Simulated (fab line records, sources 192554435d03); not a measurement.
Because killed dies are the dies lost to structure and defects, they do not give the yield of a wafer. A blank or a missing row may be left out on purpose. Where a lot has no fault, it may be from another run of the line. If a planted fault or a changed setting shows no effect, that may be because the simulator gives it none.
Comparing a struck lot with a sound one :: flow n5Finfet :: 36 out of 1938 route steps
Sound: these wafers, L379.3, L379.4, L379.6. Wafers struck: L375.1, L375.2, L375.6. The cause comes at the end.
At each step with rows: each side's tool, then ch and its chambers, then its first start. Under that, the readings that differ: sound wafers :: struck wafers :: difference of the means :: sigmas: that difference in standard deviations of wafers without a fault.
alike: same words and numbers on both sides, and readings whose means sit less than 2 such deviations apart. not compared: any withheld reading, any reading some wafer has no value for, any bound like >300 that may hide the same value, and any number with overlapping values for which the record gives no deviation.
Wherever a step has rows on one side only, a row that says differs or no value, or a row with sigmas, the two part there. Numbers that have no deviation but don't overlap get no sigmas and don't part them. A reading missing from all wafers of one side parts the sides only when that side holds two or more wafers.

first, 11 steps without rows for these wafers: N5_MOL_CONTACT_COAG_ETCH_91 (etches SOC in N2/H2, target depth 60 nm, overetch 21 nm, time 101.2 s); N5_MOL_CONTACT_COAG_STRIP_92 (strips in N2/H2); N5_MOL_CONTACT_COAG_STRIP_93 (strips in N2/H2); N5_MOL_CONTACT_COAG_ETCHBACK_135 (etches SiO2 in CHF3, target depth 25 nm, time 16.7 s); N5_MOL_CONTACT_COAG_STRIP_118 (strips in CHF3); N5_MOL_CONTACT_COAG_VIA_ETCH_46 (etches SiO2 in C4F6/O2, target depth 46 nm, overetch 9.2 nm, time 40 s); N5_MOL_CONTACT_COAG_STRIP_96 (strips in N2/H2); N5_MOL_CONTACT_COAG_ETCH_47 (etches SiNx in CH3F/O2, stops on W, target depth 27 nm); N5_MOL_CONTACT_COAG_STRIP_119 (strips in N2/H2, time 30 s); N5_MOL_CONTACT_COAG_PRECLEAN_144 (cleans in alkaline clean, time 60 s); N5_MOL_CONTACT_COAG_SRD_145 (time 30 s).
N5_MOL_CONTACT_COAG_COAT_62: time 60 s, resist thk 60 nm.
  sound on lithoTrack-04 ch 0, day 9 17:44; struck on lithoTrack-01 ch 0, day 9 00:50
reading: spinSpeedRpm (rpm)
sound: 1500.8 1500.8 1500.4
struck: 1448.9 1450.7 1449.4
difference: -51.0
sigmas: -55

reading: model.SOC_of_MOL_CONTACT_COAG_COAT_62.thkNm (nm)
sound: 59.6 60 59.8
struck: 61.2 61.4 61.4
difference: +1.5
sigmas: 
  alike: exhaustPa
then, 13 steps without rows for these wafers: N5_MOL_CONTACT_COAG_COAT_63 (time 60 s, resist thk 10 nm); N5_MOL_CONTACT_COAG_COAT_64 (time 60 s, resist thk 10 nm); N5_MOL_CONTACT_COAG_COAT_34 (resist thk 40 nm); N5_MOL_CONTACT_COAG_EBR_36; N5_MOL_CONTACT_COAG_SOFTBAKE_35 (time 60 s); N5_MOL_CONTACT_COAG_EXPOSE_37 (exposes mask VD, defocus 0 nm); N5_MOL_CONTACT_COAG_PEB_38 (peb time 60 s); N5_MOL_CONTACT_COAG_DEVELOP_39 (develop time 30 s); N5_MOL_CONTACT_COAG_DESCUM_45 (chemistry O2, time 7 s); N5_MOL_CONTACT_COAG_ETCH_65 (etches underlayer in N2/H2, target depth 13 nm, time 10.4 s); N5_MOL_CONTACT_COAG_ETCH_66 (etches SiARC in CF4, target depth 13 nm, time 21.7 s); N5_MOL_CONTACT_COAG_ALD_133 (deposits SiO2, target thk 5 nm, pulse time 1 s, co reactant pulse time 1 s); N5_MOL_CONTACT_COAG_ETCHBACK_134 (etches SiO2 in CHF3, target depth 10 nm, time 6.7 s).
N5_MOL_CONTACT_COAG_ETCH_67: etches SOC in N2/H2, target depth 60 nm, overetch 21 nm, time 101.2 s.
  sound on rieDiel-05 ch 0,3, day 9 18:49; struck on rieDiel-06 ch 2,3, day 9 01:35
reading: drypumpMotorCurrentA (A)
sound: 5.8 6.4 5.8
struck: 5.3 4.8 4.8
difference: -1.0
sigmas: -2

reading: oesProductAu (a.u.)
sound: 0.63 0.57 0.62
struck: 0.62 0.82 0.81
difference: +0.14
sigmas: +2

reading: model.etch.depthNm (nm)
sound: 59.69 59.94 59.84
struck: 61.23 61.37 61.31
difference: +1.48
sigmas: 
  alike: rfVppV, showerheadPlenumPTorr, throttleValvePct
  not compared: rfHoursCounterH
then, 6 steps without rows for these wafers: N5_MOL_CONTACT_COAG_STRIP_68 (strips in N2/H2); N5_MOL_CONTACT_COAG_STRIP_69 (strips in N2/H2); N5_MOL_CONTACT_COAG_ETCHBACK_136 (etches SiO2 in CHF3, target depth 25 nm, time 16.7 s); N5_MOL_CONTACT_COAG_STRIP_120 (strips in CHF3); N5_MOL_CONTACT_COAG_VIA_ETCH_117 (etches SiO2 in C4F6/O2, target depth 40 nm, overetch 8 nm, time 26 s); N5_MOL_CONTACT_COAG_ETCH_124 (etches SiNx in CH3F/O2, stops on SiOC, target depth 6.5 nm).
N5_MOL_CONTACT_COAG_ETCH_48: etches SiOC in C4F6/O2, target depth 15 nm, overetch 4.5 nm, time 17 s.
  sound on rieDiel-05 ch 0,3, day 9 19:00; struck on rieDiel-06 ch 2,3, day 9 01:47
reading: drypumpMotorCurrentA (A)
sound: 5.9 6.4 5.9
struck: 5.3 4.8 4.9
difference: -1.1
sigmas: -2

reading: oes_f_703_au (a.u.)
sound: 0.75 0.66 0.75
struck: 0.75 0.98 0.99
difference: +0.19
sigmas: +2

reading: oesProductAu (a.u.)
sound: 0.60 0.56 0.59
struck: 0.62 0.84 0.85
difference: +0.19
sigmas: +2

reading: model.SOC_of_MOL_CONTACT_COAG_COAT_62.thkNm (nm)
sound: 45 46.4 45.2
struck: 47 46.8 46.6
difference: +1
sigmas: 
  alike: rfVppV, showerheadPlenumPTorr, throttleValvePct
  not compared: rfHoursCounterH
then, 1 step without rows for these wafers: N5_MOL_CONTACT_COAG_STRIP_72 (strips in N2/H2).
-- record jumps: 2 days separate the struck wafers' starts on either side; left off in module MOL_CONTACT_COAG, taken up again in module BEOL_M4, whose first shown step is the route's number 1111 --
N5_BEOL_M4_RC_MEAS_101:
  sound on prober-01 ch 0, day 12 03:58; struck on prober-02 ch 0, day 11 06:42
  alike: DIBL_N, DIBL_P, IOFF_N, IOFF_P, ION_N, ION_P, SS_N, SS_P, VT_N, VT_P
-- record jumps: 4 days separate the struck wafers' starts on either side; left off in module BEOL_M4, taken up again in module PASSIVATION, whose first shown step is the route's number 1936 --
N5_PASSIVATION_PROBE_49:
  struck on prober-02, day 15 11:04; sound on prober-01, day 17 00:03
  alike: defectLimitedYield, killed_at_M0_to_M3, killed_at_M4_up, killedAtContacts, killedAtFrontEnd, killedAtOther, killedDies, killedOpen, killedShort, sort_bin_5_function, sort_bin_6_memory, sort_bin_8_speed, sortNPass, sortYieldPct

== WHERE THEY PART ==
Last at N5_MOL_CONTACT_COAG_ETCH_48 as far as this record goes, first at N5_MOL_CONTACT_COAG_COAT_62. Later steps at which nothing parts them and some readings are alike: N5_BEOL_M4_RC_MEAS_101, N5_PASSIVATION_PROBE_49.

WHY: what the simulator had put in
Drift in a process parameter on lithoTrack-01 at N5_MOL_CONTACT_COAG_COAT_62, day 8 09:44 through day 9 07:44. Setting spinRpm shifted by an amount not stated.
